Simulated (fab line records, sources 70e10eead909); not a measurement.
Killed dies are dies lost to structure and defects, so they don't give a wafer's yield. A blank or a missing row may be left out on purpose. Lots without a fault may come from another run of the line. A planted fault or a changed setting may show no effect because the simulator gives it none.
Chamber matching | flow nand_harc | NHARC_A_CHANNEL_HOLE_D2_ETCH_38 on rie_diel-13: 4 sister chambers
The step etches the open film in CF4, target depth 39 nm, time 65 s. 4 wafers are shown with their chamber, then 7 later ones without.

WAFERS WITH THEIR CHAMBER
wafer  | chamber | drypump_motor_current_A (A)
L086.1 | 3       | 5.8
L086.5 | 1       | 5.0
L090.1 | 0       | 5.4
L090.2 | 2       | 5.7

WAFERS WITHOUT THEIR CHAMBER
wafer  | drypump_motor_current_A (A)
L090.6 | 5.9
L093.2 | 5.7
L093.3 | 5.3
L093.4 | 5.8
L096.2 | 5.9
L096.4 | 5.7
L096.5 | 5.9

WHICH CHAMBER EACH WENT THROUGH
wafer  | from the rows above     | in truth
L090.6 | can't be placed: 3 or 2 | 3
L093.2 | can't be placed: 2 or 3 | 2
L093.3 | 0                       | 0
L093.4 | can't be placed: 3 or 2 | 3
L096.2 | can't be placed: 3 or 2 | 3
L096.4 | can't be placed: 2 or 3 | 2
L096.5 | can't be placed: 3 or 2 | 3
Placed correctly: 1 of 7. Can't be placed from these rows: 6 (the true chamber is among the candidates in 6). Placed wrongly: 0.
How it was worked out, from the rows above alone: a wafer's distance from a chamber is the root of the sum, over the readings, of the square of ((its reading less the chamber's mean) divided by the reading's scatter). The wafer belongs to the nearest chamber; if the next one is less than 2 further off, it can't be placed. A chamber's mean is the mean of its shown wafers. The scatter: with one shown wafer a chamber, the root of the mean of the squares of how far each hidden wafer lies from its nearest shown one.
